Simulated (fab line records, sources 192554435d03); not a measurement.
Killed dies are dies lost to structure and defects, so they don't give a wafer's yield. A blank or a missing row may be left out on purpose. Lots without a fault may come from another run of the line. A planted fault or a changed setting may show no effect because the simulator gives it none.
Split-lot experiment | flow n5_finfet | 7 lots, 39 wafers read, on a route of 1938 steps

THE SPLIT
At N5_BEOL_M4_TRENCH_ETCH_37 (etches SiOC in C4F6/O2, target depth 55.555 nm, time 29.2 s), the setting time_s was moved away from the recipe's 29.2 s on 6 of the 39 wafers read, by -53.7% to +17.3%. The other wafers ran this setting at the recipe's value.

FROM THE SPLIT TO THE READING: what the file shows between them, 8 steps
- N5_BEOL_M4_ETCH_41: etches SiCN in CH3F/O2, target depth 29.9 nm, time 52.5 s
- N5_BEOL_M4_STRIP_97: strips in N2/H2, time 10 s
- N5_BEOL_M4_OCD_MEAS_38
- N5_BEOL_M4_HM_STRIP_39: strips TiN in peroxide tin strip, target depth 25 nm, time 158 s
- N5_BEOL_M4_SRD_40: time 30 s
- N5_BEOL_M4_ECD_50: material Cu, target thk 300 nm
- N5_BEOL_M4_ANNEAL_51: time 90 s
- N5_BEOL_M4_CMP_52: polishes, stops on SiOC, t overpolish 6.8 s, target thk 40 nm

THE READING
M4_THK, in nm, at N5_BEOL_M4_THK_MEAS_53 (measures by xrf). Fault-free wafers of this fab line usually give 40.9 nm, standard deviation 1.4 nm.

wafer  | tool, chamber at the split | time_s as run, s | against the recipe | M4_THK, nm | against lot-mates on the recipe
L076.1 | rie_diel-03, 2             | 29.2             | recipe             | 41.2       | -
L076.2 | rie_diel-03, 0             | 29.2             | recipe             | 42.5       | -
L076.3 | rie_diel-03, 1             | 29.2             | recipe             | 41.6       | -
L076.4 | rie_diel-03, 1             | 29.2             | recipe             | 42.8       | -
L076.5 | rie_diel-03, 0             | 29.2             | recipe             | 42.9       | -
L076.6 | rie_diel-03, 2             | 29.2             | recipe             | 40.9       | -
L081.1 | rie_diel-03, 0             | 29.2             | recipe             | 40.5       | -
L081.2 | rie_diel-03, 2             | 29.2             | recipe             | 40.6       | -
L081.3 | rie_diel-03, 1             | 29.2             | recipe             | 43.6       | -
L081.4 | rie_diel-03, 3             | 29.2             | recipe             | 41.3       | -
L081.5 | rie_diel-03, 3             | 29.2             | recipe             | 41.0       | -
L081.6 | rie_diel-03, 0             | 29.2             | recipe             | 42.5       | -
L083.2 | rie_diel-01, 2             | 29.2             | recipe             | 41.3       | -
L083.4 | rie_diel-01, 3             | 29.2             | recipe             | 43.2       | -
L083.5 | rie_diel-01, 1             | 29.2             | recipe             | 41.1       | -
L087.1 | rie_diel-01, 1             | 29.2             | recipe             | 40.8       | -
L087.2 | rie_diel-01, 2             | 29.2             | recipe             | 42.0       | -
L087.3 | rie_diel-01, 3             | 29.2             | recipe             | 41.9       | -
L087.4 | rie_diel-01, 3             | 29.2             | recipe             | 41.9       | -
L087.5 | rie_diel-01, 1             | 29.2             | recipe             | 42.6       | -
L087.6 | rie_diel-01, 2             | 29.2             | recipe             | 41.6       | -
L089.1 | rie_diel-04, 0             | 29.2             | recipe             | 41.7       | -
L089.2 | rie_diel-04, 3             | 29.2             | recipe             | 43.1       | -
L089.3 | rie_diel-04, 1             | 29.2             | recipe             | 41.7       | -
L089.4 | rie_diel-04, 2             | 29.2             | recipe             | 42.9       | -
L089.5 | rie_diel-04, 3             | 29.2             | recipe             | 43.9       | -
L089.6 | rie_diel-04, 0             | 29.2             | recipe             | 42.3       | -
L094.1 | rie_diel-03, 2             | 29.2             | recipe             | 39.6       | -
L094.2 | rie_diel-03, 3             | 13.52            | -53.7%             | 9.5        | -31.0
L094.3 | rie_diel-03, 0             | 29.2             | recipe             | 40.6       | -
L094.4 | rie_diel-03, 1             | 13.52            | -53.7%             | 9.5        | -31.0
L094.5 | rie_diel-03, 1             | 29.2             | recipe             | 41.3       | -
L094.6 | rie_diel-03, 0             | 13.52            | -53.7%             | 10.1       | -30.4
L095.1 | rie_diel-01, 1             | 34.26            | +17.3%             | 52.2       | +10.2
L095.2 | rie_diel-01, 2             | 29.2             | recipe             | 42.0       | -
L095.3 | rie_diel-01, 0             | 34.26            | +17.3%             | 51.2       | +9.2
L095.4 | rie_diel-01, 3             | 34.26            | +17.3%             | 51.5       | +9.5
L095.5 | rie_diel-01, 2             | 29.2             | recipe             | 42.0       | -
L095.6 | rie_diel-01, 1             | 29.2             | recipe             | 42.1       | -

THE FIT
A straight line over all 39 wafers: M4_THK changes by +0.595 nm for each +1% of time_s; r = +1.00; the points scatter about the line by 0.93 nm.
The same after taking each lot's own level away (the mean of its wafers on the recipe; 39 wafers): +0.571 nm for each +1%; r = +1.00; scatter 0.77 nm.
On that fit, the largest move of time_s shifts the reading by 31 nm.
The lots' own levels span 40.50 to 42.60 nm, that is 1.5 times the standard deviation above.
So the lot-to-lot level changes the slope little: the two slopes agree.
Check: with one of the wafers moved furthest among these (-53.7%) left out of the fit, the line predicts -30.6 nm for it against its lot-mates. It came out at -31 nm against them.

OTHER SPLITS ON THESE WAFERS
These wafers also went through other splits before the reading. Each is held against what the fit with the lots' levels taken away leaves over:
other split on the same wafers             | wafers away from the commonest value | r with M4_THK (lot level and that fit taken away)
N5_SPACER0_ALD_07 target_thk_a             | 15                                   | +0.02
N5_SD_EPI_N_ETCH_45 target_depth_a         | 12                                   | +0.16
N5_GATE_CUT_DESCUM_18 time_s               | 12                                   | +0.14
N5_BEOL_M0_SAQP_CUT_ETCH_46 target_depth_a | 12                                   | -0.16

THE WHOLE CHAIN: every reading that the file lists as answering this split, in the file's order
step                      | what it does                                                  | reading                                                                          | change (the file's fit)                                                              | r (the file's)
N5_BEOL_M4_TRENCH_ETCH_37 | etches SiOC in C4F6/O2, target depth 55.555 nm, time 29.2 s   | etch.depth_nm (the simulator's own value, which no gauge read)                   | +0.561 nm for each +1% of the setting                                                | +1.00
N5_BEOL_M4_TRENCH_ETCH_37 | etches SiOC in C4F6/O2, target depth 55.555 nm, time 29.2 s   | BEOL_M4.feature_depth_nm (the simulator's own value, which no gauge read)        | +0.559 nm for each +1% of the setting                                                | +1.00
N5_BEOL_M4_TRENCH_ETCH_37 | etches SiOC in C4F6/O2, target depth 55.555 nm, time 29.2 s   | TiN_of_BEOL_M4_HM_DEP_02.thk_nm (the simulator's own value, which no gauge read) | -0.0239 nm for each +1% of the setting                                               | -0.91
N5_BEOL_M4_OCD_MEAS_38    |                                                               | trench_depth_nm                                                                  | +0.566 nm for each +1% of the setting                                                | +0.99
N5_BEOL_M4_CMP_52         | polishes, stops on SiOC, t overpolish 6.8 s, target thk 40 nm | Cu_of_BEOL_M4_ECD_50.thk_nm (the simulator's own value, which no gauge read)     | +0.563 nm for each +1% of the setting                                                | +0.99
N5_BEOL_M4_THK_MEAS_53    | measures by xrf                                               | M4_THK                                                                           | +0.571 for each +1% of the setting                                                   | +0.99
N5_BEOL_M4_RS_MEAS_58     | measures by four-point-probe                                  | M4_RS                                                                            | not straight: 4.824 at the lowest setting, 0.640 at the recipe, 0.493 at the highest | not given

THE FILE'S OWN FIT
M4_THK changes by +0.571 nm for each +1% of time_s, r = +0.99.
